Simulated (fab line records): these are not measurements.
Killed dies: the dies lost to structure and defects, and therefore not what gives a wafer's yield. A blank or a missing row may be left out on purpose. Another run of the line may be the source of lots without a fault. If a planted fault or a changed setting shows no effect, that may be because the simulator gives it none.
fab line records -- flow n5-finfet
[record] lots = 5, wafers = 14, last-day = 21
route steps=1938 shown PMOS_HMC_CHANNEL_EPI@62 BEOL_M4@1111 PASSIVATION@1936
lots that met no fault: from a run of the same line without faults
start-h: start of the lot's first displayed wafer, in hours after the record's first day -- wait-h: hours since the lot's step before -- " identical to the entry in the row above -- L1.1+2: several wafers, shown together as one row -- - either no value or no given start -- * or withheld: withheld -- < > ~ a bound
route shown NAME@n: names a module that has steps shown in the file, with the first one's number in the route -- usual: the fault-free wafers' mean and standard deviation -- same: alike in all rows -- chamber/n: place in a boat -- sites: readings site by site -- _std_site: the standard deviation of these -- _edge_site: mean of outer sites minus mean of inner sites -- radius-mm: how far each site lies from the wafer's centre -- mask NAME#n: copy n -- behind: the tool/chamber that last shaped the wafer -- hold: why the lot was held/for how many hours/how that ended -- device: transistor that didn't switch, given as n, p or np -- end of line: the tests these same wafers got at the end of their route -- a step with no rows: only its recipe -- killed: at the first sort, the dies lost to defects and structure; wafer yield is something else -- map: per-die view of a wafer (x killed, . not killed, _ where there is no die)
set.NAME: the run value of the setting; set.NAME@STEP: its run value at that earlier step -- model.NAME: the simulator's own value behind a step, which no gauge read
certain route steps with their lots: each step a table, each wafer a row
services: a tool's chamber out of use, with start hour (start-h, from the record's first day; less than 0 if before it), hours out, and reason
[[steps]]
[step N5_PMOS_HMC_CHANNEL_EPI_EXPOSE_06]
[recipe] mask-id = PMOS_HMC_BLK, na = 1.35, source-shape = conventional, sigma-outer = 0.8, polarization = unpolarized, target-cd-nm = 240, dose-mj = 41
[step N5_PMOS_HMC_CHANNEL_EPI_PEB_07]
[recipe] peb-temp-c = 110, peb-time-s = 60, resist = CAR-ArF-block
[step N5_PMOS_HMC_CHANNEL_EPI_DEVELOP_08]
[recipe] develop-time-s = 30, developer = TMAH, resist = CAR-ArF-block, dev-temp-c = 23, rinse-liquid = diw, dry = air-spin
[step N5_PMOS_HMC_CHANNEL_EPI_CD_MEAS_09]
[recipe] target-cd-nm = 237.4, landing-energy-ev = 500, detector = se-inlens
[usual] cd-nm = 237.3/1
lot.wafer,tool,chamber,start-h,wait-h,cd-nm
L430.2,cd-sem-01,0,17.72,-,237.1
L430.4,cd-sem-01,0,17.72,-,236.8
L430.6,cd-sem-01,0,17.72,-,237.0
L433.2,cd-sem-02,0,35.60,-,236.4
L433.3,cd-sem-02,0,35.60,-,237.7
L433.5,cd-sem-02,0,35.60,-,237.8
L443.1,cd-sem-02,0,95.35,-,237.4
L443.5,cd-sem-02,0,95.35,-,237.8
L448.3,cd-sem-03,0,125.57,-,236.8
L448.4,cd-sem-03,0,125.57,-,236.8
L448.6,cd-sem-03,0,125.57,-,236.7
L451.1,cd-sem-03,0,143.04,-,236.3
L451.2,cd-sem-03,0,143.04,-,236.2
L451.3,cd-sem-03,0,143.04,-,235.9
[step N5_PMOS_HMC_CHANNEL_EPI_OVL_MEAS_10]
[recipe] points-per-wafer = 44
[usual] PMOS_HMC_BLK_OVL = 0.0/0.6
lot.wafer,tool,chamber,start-h,wait-h,PMOS_HMC_BLK_OVL[nm]
L430.2,overlay-01,0,17.75,0.0,0.3
L430.4,overlay-01,0,17.75,0.0,0.0
L430.6,overlay-01,0,17.75,0.0,0.0
L433.2,overlay-02,0,35.62,0.0,0.0
L433.3,overlay-02,0,35.62,0.0,0.0
L433.5,overlay-02,0,35.62,0.0,0.3
L443.1,overlay-02,0,95.38,0.0,-0.4
L443.5,overlay-02,0,95.38,0.0,-0.7
L448.3,overlay-02,0,125.60,0.0,0.1
L448.4,overlay-02,0,125.60,0.0,-0.1
L448.6,overlay-02,0,125.60,0.0,-0.2
L451.1,overlay-01,0,143.07,0.0,-0.1
L451.2,overlay-01,0,143.07,0.0,-0.8
L451.3,overlay-01,0,143.07,0.0,0.5
[step N5_PMOS_HMC_CHANNEL_EPI_INSPECT_11]
[recipe] mode = adi, inspect-instrument = macro
[usual] raw-defect-count = 2.3/1.5
lot.wafer,tool,chamber,start-h,wait-h,raw-defect-count
L430.2,defect-inspect-01,-,17.78,0.0,1
L430.4,defect-inspect-01,-,17.78,0.0,3
L430.6,defect-inspect-01,-,17.78,0.0,1
L433.2,defect-inspect-01,-,35.65,0.0,1
L433.3,defect-inspect-01,-,35.65,0.0,4
L433.5,defect-inspect-01,-,35.65,0.0,0
L443.1,defect-inspect-02,-,95.40,0.0,2
L443.5,defect-inspect-02,-,95.40,0.0,3
L448.3,defect-inspect-01,-,125.62,0.0,0
L448.4,defect-inspect-01,-,125.62,0.0,2
L448.6,defect-inspect-01,-,125.62,0.0,1
L451.1,defect-inspect-01,-,143.09,0.0,1
L451.2,defect-inspect-01,-,143.09,0.0,2
L451.3,defect-inspect-01,-,143.09,0.0,4
[step N5_PMOS_HMC_CHANNEL_EPI_DESCUM_14]
[recipe] chemistry = O2, time-s = 7.9, source-power-w = 50, bias-power-w = 20, pressure-mtorr = 20, rf-frequency-hz = 2.712e+07, temp-c = 40, resist = CAR-ArF-block, o2-flow-sccm = 225
[usual] bias-power-w = 20.00/0.057, drypump-motor-current-A = 5.8/0.39, oes-product-au = 0.80/0.092, rf-vpp-V = 243.2/1.4, showerhead-plenum-p-Torr = 2.09/0.069, throttle-valve-pct = 20.42/0.21
lot.wafer,tool,chamber,start-h,wait-h,bias-power-w,drypump-motor-current-A,oes-product-au,rf-hours-counter-h,rf-vpp-V,showerhead-plenum-p-Torr,throttle-valve-pct
L430.2,rie-diel-01,1,18.16,0.4,20.08,5.7,0.75,182,240.8,2.00,20.63
L430.4,rie-diel-01,3,18.16,0.4,19.96,6.1,0.70,231,244.6,2.16,20.57
L430.6,rie-diel-01,3,18.16,0.4,19.92,6.1,0.71,-,243.3,2.16,20.58
L433.2,rie-diel-06,1,35.91,0.3,20.04,6.3,0.68,224,242.5,2.07,20.77
L433.3,rie-diel-06,2,35.91,0.3,20.02,5.5,0.85,63,243.6,2.13,20.29
L433.5,rie-diel-06,2,35.91,0.3,19.97,5.5,0.85,-,242.4,2.13,20.28
L443.1,rie-diel-03,1,95.59,0.2,20.15,5.2,0.72,194,245.0,2.16,20.19
L443.5,rie-diel-03,2,95.59,0.2,19.99,5.9,0.89,-,243.2,2.13,20.30
L448.3,rie-diel-01,1,125.66,0.0,19.97,5.6,0.73,217,241.8,1.98,20.67
L448.4,rie-diel-01,2,125.66,0.0,20.00,5.7,0.84,55,243.0,2.13,20.62
L448.6,rie-diel-01,1,125.66,0.0,20.08,5.6,0.73,-,240.3,1.98,20.68
L451.1,rie-diel-06,3,143.15,0.1,20.06,5.8,0.69,222,242.4,1.98,20.25
L451.2,rie-diel-06,1,143.15,0.1,20.00,6.3,1.00,0,242.9,2.06,20.40
L451.3,rie-diel-06,0,143.15,0.1,19.96,6.5,0.77,133,244.4,2.19,20.41
[step N5_PMOS_HMC_CHANNEL_EPI_ETCH_32]
[recipe] chemistry = N2/H2, target = BARC, stop-on = SiO2, target-depth-a = 858, over-etch-frac = 0.3, time-s = 50.3, ion-energy-ev = 200, mask-material = CAR-ArF-block, pressure-mtorr = 30, source-w = 840, bias-w = 150, n2-flow-sccm = 200, h2-flow-sccm = 200
[usual] drypump-motor-current-A = 5.8/0.38, oes-product-au = 0.68/0.075, rf-vpp-V = 523.8/2.4, showerhead-plenum-p-Torr = 2.54/0.081, throttle-valve-pct = 17.88/0.22
lot.wafer,tool,chamber,start-h,wait-h,drypump-motor-current-A,oes-product-au,rf-hours-counter-h,rf-vpp-V,showerhead-plenum-p-Torr,throttle-valve-pct
L430.2,rie-diel-01,1,18.20,0.0,5.7,0.65,182,520.5,2.43,18.17
L430.4,rie-diel-01,3,18.20,0.0,6.1,0.62,231,524.9,2.62,18.03
L430.6,rie-diel-01,3,18.20,0.0,6.0,0.61,-,524.1,2.62,18.04
L433.2,rie-diel-06,1,35.94,0.0,6.2,0.58,224,524.4,2.51,18.24
L433.3,rie-diel-06,2,35.94,0.0,5.5,0.73,63,524.3,2.59,17.66
L433.5,rie-diel-06,2,35.94,0.0,5.5,0.72,-,524.6,2.59,17.65
L443.1,rie-diel-03,1,95.62,0.0,5.2,0.61,194,525.8,2.63,17.73
L443.5,rie-diel-03,2,95.62,0.0,5.9,0.75,-,524.9,2.60,17.82
L448.3,rie-diel-01,1,125.69,0.0,5.6,0.63,217,520.6,2.41,18.24
L448.4,rie-diel-01,2,125.69,0.0,5.7,0.72,55,523.9,2.58,18.06
L448.6,rie-diel-01,1,125.69,0.0,5.6,0.62,-,521.2,2.41,18.22
L451.1,rie-diel-06,3,143.19,0.0,5.8,0.60,222,519.9,2.41,17.77
L451.2,rie-diel-06,1,143.19,0.0,6.2,0.86,0,521.6,2.50,17.83
L451.3,rie-diel-06,0,143.19,0.0,6.5,0.67,133,526.0,2.65,17.88
[step N5_PMOS_HMC_CHANNEL_EPI_HM_OPEN_15]
[recipe] chemistry = CHF3/O2, target = SiO2, mask-material = CAR-ArF-block, target-depth-a = 406, CHF3_flow_sccm = 50, O2_flow_sccm = 5, Ar_flow_sccm = 200, time-s = 20.3, pressure-mtorr = 30, source-w = 650, bias-w = 170, ion-energy-ev = 200
[usual] drypump-motor-current-A = 5.8/0.39, oes-product-au = 0.80/0.092, rf-vpp-V = 521/6.1, showerhead-plenum-p-Torr = 2.41/0.074, throttle-valve-pct = 18.89/0.2
lot.wafer,tool,chamber,start-h,wait-h,drypump-motor-current-A,oes-product-au,rf-hours-counter-h,rf-vpp-V,showerhead-plenum-p-Torr,throttle-valve-pct
L430.2,rie-diel-01,1,18.24,0.0,5.6,0.75,182,519,2.30,19.08
L430.4,rie-diel-01,3,18.24,0.0,6.0,0.71,231,515,2.47,19.01
L430.6,rie-diel-01,3,18.24,0.0,6.0,0.71,-,514,2.47,19.03
L433.2,rie-diel-06,1,35.98,0.0,6.3,0.68,224,512,2.39,19.29
L433.3,rie-diel-06,2,35.98,0.0,5.5,0.86,63,522,2.45,18.75
L433.5,rie-diel-06,2,35.98,0.0,5.5,0.86,-,522,2.45,18.77
L443.1,rie-diel-03,1,95.66,0.0,5.2,0.71,194,533,2.49,18.71
L443.5,rie-diel-03,2,95.66,0.0,5.9,0.89,-,518,2.46,18.81
L448.3,rie-diel-01,1,125.73,0.0,5.6,0.72,217,518,2.29,19.13
L448.4,rie-diel-01,2,125.73,0.0,5.7,0.84,55,528,2.44,19.06
L448.6,rie-diel-01,1,125.73,0.0,5.6,0.72,-,518,2.29,19.13
L451.1,rie-diel-06,3,143.23,0.0,5.8,0.70,222,516,2.29,18.76
L451.2,rie-diel-06,1,143.23,0.0,6.3,1.00,0,511,2.38,18.90
L451.3,rie-diel-06,0,143.23,0.0,6.5,0.78,133,527,2.51,18.82
[step N5_PMOS_HMC_CHANNEL_EPI_STRIP_33]
[recipe] chemistry = N2/H2, power-w = 500, temp-c = 40, pressure-mtorr = 50, rf-frequency-hz = 6e+07, overash-fraction = 0.3, bias-power-w = 8, h2-frac = 0.5, n2-flow-sccm = 300, h2-flow-sccm = 300
[usual] bias-power-w = 8.000/0.027, drypump-motor-current-A = 5.9/0.38, oes-product-au = 0.80/0.092, rf-vpp-V = 54.5/1.6, showerhead-plenum-p-Torr = 3.36/0.1, throttle-valve-pct = 18.9/0.32
lot.wafer,tool,chamber,start-h,wait-h,bias-power-w,drypump-motor-current-A,oes-product-au,rf-hours-counter-h,rf-vpp-V,showerhead-plenum-p-Torr,throttle-valve-pct
L430.2,rie-diel-01,1,18.29,0.0,8.018,5.6,0.75,182,53.2,3.21,19.4
L430.4,rie-diel-01,3,18.29,0.0,8.022,6.1,0.72,231,54.2,3.46,19.0
L430.6,rie-diel-01,3,18.29,0.0,8.048,6.1,0.70,-,54.2,3.46,19.0
L433.2,rie-diel-06,1,36.04,0.0,7.999,6.3,0.67,224,55.8,3.32,19.2
L433.3,rie-diel-06,2,36.04,0.0,7.952,5.5,0.85,63,52.9,3.41,18.5
L433.5,rie-diel-06,2,36.04,0.0,7.999,5.5,0.86,-,57.9,3.41,18.4
L443.1,rie-diel-03,1,95.72,0.0,7.967,5.2,0.71,194,55.1,3.47,18.8
L443.5,rie-diel-03,2,95.72,0.0,7.997,5.9,0.88,-,52.9,3.43,18.9
L448.3,rie-diel-01,1,125.79,0.0,8.010,5.6,0.72,217,52.0,3.19,19.5
L448.4,rie-diel-01,2,125.79,0.0,8.034,5.7,0.83,55,53.7,3.41,19.2
L448.6,rie-diel-01,1,125.79,0.0,8.003,5.6,0.72,-,55.5,3.19,19.5
L451.1,rie-diel-06,3,143.29,0.0,7.972,5.8,0.68,222,54.2,3.19,18.8
L451.2,rie-diel-06,1,143.29,0.0,7.978,6.3,1.03,0,54.6,3.31,18.9
L451.3,rie-diel-06,0,143.29,0.0,8.014,6.5,0.79,134,57.4,3.50,19.1
[step N5_PMOS_HMC_CHANNEL_EPI_STRIP_17]
[recipe] chemistry = SPM, time-s = 750, temp-c = 130, h2so4-h2o2-vol-ratio = 4, dry = ipa-marangoni
[step N5_PMOS_HMC_CHANNEL_EPI_ETCH_38]
[recipe] chemistry = CF4, target = SiO2, target-depth-a = 15, ion-energy-ev = 350, pressure-mtorr = 10, icp-w = 800, bias-w = 400, cf4-flow-sccm = 80
[usual] cf4-flow-sccm = 80.01/0.22, drypump-motor-current-A = 5.7/0.44, oes-product-au = 0.999/0.02, throttle-valve-pct = 21.63/0.16
lot.wafer,tool,chamber,start-h,wait-h,cf4-flow-sccm,drypump-motor-current-A,oes-product-au,rf-hours-counter-h,throttle-valve-pct
L430.2,rie-si-04,3,18.60,0.0,80.21,5.3,0.981,166,21.72
L430.4,rie-si-04,0,18.60,0.0,80.09,5.3,0.997,7,21.45
L430.6,rie-si-04,0,18.60,0.0,79.68,5.3,1.016,-,21.47
L433.2,rie-si-02,0,36.34,0.0,79.81,5.7,1.014,97,21.80
L433.3,rie-si-02,3,36.34,0.0,80.09,4.9,1.006,-,21.72
L433.5,rie-si-02,0,36.34,0.0,80.19,5.7,1.023,-,21.82
L443.1,rie-si-02,2,96.04,0.0,80.08,5.9,1.015,170,21.54
L443.5,rie-si-02,3,96.04,0.0,80.23,4.9,0.996,-,21.71
L448.3,rie-si-04,2,126.11,0.0,79.91,5.0,1.023,83,21.64
L448.4,rie-si-04,0,126.11,0.0,79.81,5.3,1.013,9,21.48
L448.6,rie-si-04,3,126.11,0.0,80.50,5.3,0.969,-,21.71
L451.1,rie-si-06,0,143.59,0.0,79.52,5.6,0.982,61,21.87
L451.2,rie-si-06,2,143.59,0.0,79.80,6.1,0.972,88,21.36
L451.3,rie-si-06,3,143.59,0.0,79.94,5.9,0.991,135,21.76
[step N5_PMOS_HMC_CHANNEL_EPI_FIN_RECESS_16]
[recipe] chemistry = HBr/Cl2, target = Si, mask-material = SiO2, target-depth-a = 540, time-s = 18, pressure-mtorr = 10, icp-w = 800, bias-w = 75, HBr_flow_sccm = 150, Cl2_flow_sccm = 80
[usual] drypump-motor-current-A = 5.7/0.44, oes-product-au = 1.000/0.018, throttle-valve-pct = 35.28/0.23
lot.wafer,tool,chamber,start-h,wait-h,drypump-motor-current-A,oes-product-au,rf-hours-counter-h,throttle-valve-pct,model.etch.depth-nm,model.PMOS_HMC_CHANNEL_EPI.feature-depth-nm
L430.2,rie-si-04,3,18.62,0.0,5.3,0.988,166,35.43,54.4,54.4
L430.4,rie-si-04,0,18.62,0.0,5.3,1.016,7,35.14,54.53,54.53
L430.6,rie-si-04,0,18.62,0.0,5.3,1.017,-,35.15,54.15,54.15
L433.2,rie-si-02,0,36.37,0.0,5.8,1.007,97,35.51,55.38,55.38
L433.3,rie-si-02,3,36.37,0.0,4.9,1.001,-,35.43,54.38,54.38
L433.5,rie-si-02,0,36.37,0.0,5.8,1.015,-,35.51,55.43,55.43
L443.1,rie-si-02,2,96.06,0.0,5.9,1.018,170,35.00,54.65,54.65
L443.5,rie-si-02,3,96.06,0.0,4.9,0.999,-,35.41,51.8,51.8
L448.3,rie-si-04,2,126.13,0.0,5.0,1.037,83,35.39,54.79,54.79
L448.4,rie-si-04,0,126.13,0.0,5.3,1.019,9,35.14,54.11,54.11
L448.6,rie-si-04,3,126.13,0.0,5.3,0.980,-,35.41,54.25,54.25
L451.1,rie-si-06,0,143.61,0.0,5.6,0.975,61,35.63,54.35,54.35
L451.2,rie-si-06,2,143.61,0.0,6.2,0.971,89,34.91,53.56,53.56
L451.3,rie-si-06,3,143.61,0.0,5.9,1.007,135,35.40,53.1,53.1
[step N5_PMOS_HMC_CHANNEL_EPI_PRECLEAN_36]
[recipe] chemistry = O3/DIW, time-s = 45, temp-c = 22, o3-ppm = 10
[step N5_PMOS_HMC_CHANNEL_EPI_PRECLEAN_18]
[recipe] chemistry = DHF, time-s = 30, temp-c = 25, dilution = withheld
[step N5_PMOS_HMC_CHANNEL_EPI_SRD_19]
[recipe] dry = ipa-marangoni, do-ppb = 5, time-s = 30, temp-c = 23, rinse-liquid = diw
[step N5_PMOS_HMC_CHANNEL_EPI_EPI_20]
[recipe] material = SiGe30, mask-material = SiO2, pressure-torr = 20, target-thk-a = 590, temp-c = 600
[step N5_PMOS_HMC_CHANNEL_EPI_HM_STRIP_35]
[recipe] chemistry = dHF, temp-c = 25, material = SiO2, target = SiO2, target-depth-a = 396, time-s = 216
[step N5_PMOS_HMC_CHANNEL_EPI_SRD_39]
[recipe] dry = ipa-marangoni, time-s = 30, temp-c = 23, rinse-liquid = diw
[step N5_PMOS_HMC_CHANNEL_EPI_CMP_21]
[recipe] material = SiGe30, post-cmp-clean = alkaline-brush, target-thk-nm = 54
[step N5_PMOS_HMC_CHANNEL_EPI_THK_MEAS_22]
[recipe] reads = SiGe30_of_PMOS_HMC_CHANNEL_EPI_EPI_20
[usual] HMC_CMP_THK = 54.1/0.72
lot.wafer,tool,chamber,start-h,wait-h,HMC_CMP_THK[nm]
L430.2,film-metro-02,-,20.42,-,54.5
L430.4,film-metro-02,-,20.42,-,54.6
L430.6,film-metro-02,-,20.42,-,54.1
L433.2,film-metro-01,-,38.61,-,55.4
L433.3,film-metro-01,-,38.61,-,54.4
L433.5,film-metro-01,-,38.61,-,55.5
L443.1,film-metro-01,-,98.37,-,54.6
L443.5,film-metro-01,-,98.37,-,51.8
L448.3,film-metro-02,-,128.36,-,54.8
L448.4,film-metro-02,-,128.36,-,54.1
L448.6,film-metro-02,-,128.36,-,54.3
L451.1,film-metro-01,-,145.82,-,54.3
L451.2,film-metro-01,-,145.82,-,53.6
L451.3,film-metro-01,-,145.82,-,53.2
[step N5_PMOS_HMC_CHANNEL_EPI_PRECLEAN_40]
[recipe] chemistry = DHF, time-s = 30, temp-c = 25, dilution = withheld
[step N5_BEOL_M4_RC_MEAS_101]
[usual] DIBL_N = 36.3/1.1, DIBL_P = 36.3/1.4, IOFF_N = 0.155/0.019, IOFF_P = 0.211/0.027, ION_N = 672/8.5, ION_P = 462/5.8, SS_N = 71.5/0.56, SS_P = 73.3/0.52, VT_N = 249.9/2.5, VT_P = -249.8/2.8
lot.wafer,tool,chamber,start-h,wait-h,DIBL_N[mV/V],DIBL_P[mV/V],IOFF_N[nA/um],IOFF_P[nA/um],ION_N[uA/um],ION_P[uA/um],SS_N[mV/dec],SS_P[mV/dec],VT_N[mV],VT_P[mV]
L430.2,prober-01,0,196.27,0.2,37.9,37.2,0.171,0.243,674,465,71.8,74.0,249.2,-248.8
L430.4,prober-01,0,196.27,0.2,34.5,32.6,0.110,0.165,647,452,70.7,73.0,254.2,-257.5
L430.6,prober-01,0,196.27,0.2,36.9,36.4,0.151,0.224,669,467,71.8,74.6,249.0,-248.6
L433.2,prober-01,0,219.99,0.2,36.1,36.9,0.144,0.220,668,467,71.6,72.2,251.3,-248.3
L433.3,prober-01,0,219.99,0.2,35.6,37.1,0.138,0.219,668,465,71.4,73.3,252.5,-249.1
L433.5,prober-01,0,219.99,0.2,37.0,39.1,0.171,0.263,678,469,71.3,73.4,251.1,-247.9
L443.1,prober-01,0,346.49,0.0,37.2,38.0,0.160,0.261,667,461,72.4,74.0,251.0,-245.5
L443.5,prober-01,0,346.49,0.0,37.1,35.6,0.153,0.211,664,456,73.1,73.3,250.6,-251.4
L451.1,prober-01,0,368.20,0.0,37.3,39.4,0.209,0.284,680,470,72.2,73.1,247.2,-244.7
L451.2,prober-01,0,368.20,0.0,36.1,38.4,0.178,0.258,674,465,71.7,73.7,249.4,-248.1
L451.3,prober-01,0,368.20,0.0,35.0,37.1,0.165,0.238,675,470,71.0,73.3,247.5,-246.2
L448.3,prober-02,0,385.66,0.3,37.1,35.5,0.140,0.194,659,458,71.6,73.0,252.5,-250.8
L448.4,prober-02,0,385.66,0.3,36.8,34.6,0.135,0.191,673,461,71.3,73.1,251.9,-252.1
L448.6,prober-02,0,385.66,0.3,37.7,36.3,0.159,0.218,675,465,71.8,73.4,251.1,-248.3
[step N5_PASSIVATION_PROBE_49]
[usual] defect-limited-yield = 91.4/1.2, killed_at_M0_to_M3 = 34/10, killed_at_M4_up = 14/5.1, killed-at-contacts = 12/6.4, killed-at-front-end = 38/9.3, killed-at-other = 4/3, killed-dies = 102/15, killed-open = 67/12, killed-short = 33/6.9, sort_bin_5_function = 5.0/0.86, sort_bin_6_memory = 3.2/0.58, sort_bin_8_speed = 0.00/0.0099, sort-n-pass = 1078/15, sort-yield-pct = 91.4/1.2
[same] gross-dies = 1180, killed-at-back-side = 0, sort_bin_4_leakage[%] = 0
lot.wafer,tool,chamber,start-h,wait-h,defect-limited-yield[%],killed_at_M0_to_M3,killed_at_M4_up,killed-at-contacts,killed-at-front-end,killed-at-other,killed-dies,killed-open,killed-short,sort_bin_5_function[%],sort_bin_6_memory[%],sort_bin_8_speed[%],sort-n-pass,sort-yield-pct[%]
L451.1,prober-01,-,475.56,0.0,90.3,27,17,28,43,0,115,74,40,6.1,3.3,0,1065,90.3
L451.2,prober-01,-,475.61,0.1,88.0,41,18,30,48,5,142,103,39,7.6,3.8,0,1038,88.0
L451.3,prober-01,-,475.66,0.1,92.5,15,14,17,41,2,89,54,33,4.4,3.1,0,1091,92.5
// killed by level:class
L451.1 MOL_CONTACT_COAG:geometric-particle:open=24 FIN_SAQP:geometric-particle:open=9 GATE_CUT:geometric-particle:short=9 BEOL_M0_SAQP:geometric-particle:open=9 FIN_SAQP:geometric-particle:short=8 BEOL_M4:geometric-particle:open=7 DUMMY_GATE:geometric-particle:open=5 BEOL_M0_SAQP:geometric-particle:short=5
L451.2 MOL_CONTACT_COAG:geometric-particle:open=27 STI_FIN_REVEAL:geometric-particle:open=17 BEOL_M0_SAQP:geometric-particle:open=17 BEOL_M0_SAQP:geometric-particle:short=14 BEOL_M4:geometric-particle:open=10 FIN_SAQP:geometric-particle:open=6 GATE_CUT:geometric-particle:short=6 FIN_SAQP:geometric-particle:short=5
L451.3 MOL_CONTACT_COAG:geometric-particle:open=14 STI_FIN_REVEAL:geometric-particle:open=7 FIN_SAQP:geometric-particle:open=6 FIN_SAQP:geometric-particle:short=6 GATE_CUT:geometric-particle:short=5 BEOL_M0_SAQP:geometric-particle:short=5 BEOL_M4:geometric-particle:open=5 DUMMY_GATE:geometric-particle:short=3
[[services]]
tool,chamber,start-h,hours,kind
rie-diel-01,-,4.79,1.1,repair
rie-diel-01,2,8.88,3.9,repair
rie-diel-06,2,9.99,2.7,repair
rie-diel-06,3,11.85,5.5,repair
rie-diel-03,-,13.18,14.6,pm
rie-diel-06,-,25.45,0.3,repair
rie-si-02,2,34.85,9.6,repair
rie-diel-01,1,48.99,5.8,repair
rie-si-02,1,70.28,20.1,repair
rie-diel-01,3,77.62,-,clean
rie-diel-01,3,77.62,-,consumable-replace:focus-ring
rie-diel-01,3,77.62,17.9,scheduled-down
rie-diel-01,3,77.62,17.9,vent-cycle
rie-diel-03,-,82.64,0.7,repair
rie-si-04,2,86.80,6.4,repair
rie-si-06,0,89.30,10.1,repair
rie-si-06,3,95.45,8.2,repair
rie-si-04,3,102.90,8.9,repair
rie-diel-03,3,106.94,1.8,repair
rie-diel-06,1,123.02,-,clean
rie-diel-06,1,123.02,-,consumable-replace:focus-ring
rie-diel-06,1,123.02,17.3,scheduled-down
rie-diel-06,1,123.02,17.3,vent-cycle
rie-diel-03,0,125.34,6.0,repair
[[key]]
[first-sign] step = N5_PMOS_HMC_CHANNEL_EPI_THK_MEAS_22, reading = HMC_CMP_THK, direction = down, sigmas = 3.3, usual = 54.1, struck = 51.8
effect none on later readings
[model-effect] step = N5_PMOS_HMC_CHANNEL_EPI_FIN_RECESS_16, value = etch.depth-nm, without = 54.73, struck = 51.8
met-at N5_PMOS_HMC_CHANNEL_EPI_FIN_RECESS_16
struck-wafers L443.5
onset-between 36.37 96.06
[fault] kind = process-parameter-drift, tool = rie-si-02, chamber = -, onset-h = 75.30, steps = N5_PMOS_HMC_CHANNEL_EPI_FIN_RECESS_16, channel = time-s, offset = *, shape = step, end-h = 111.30, scope = struck-wafers-only, acts-in = *, stated = *
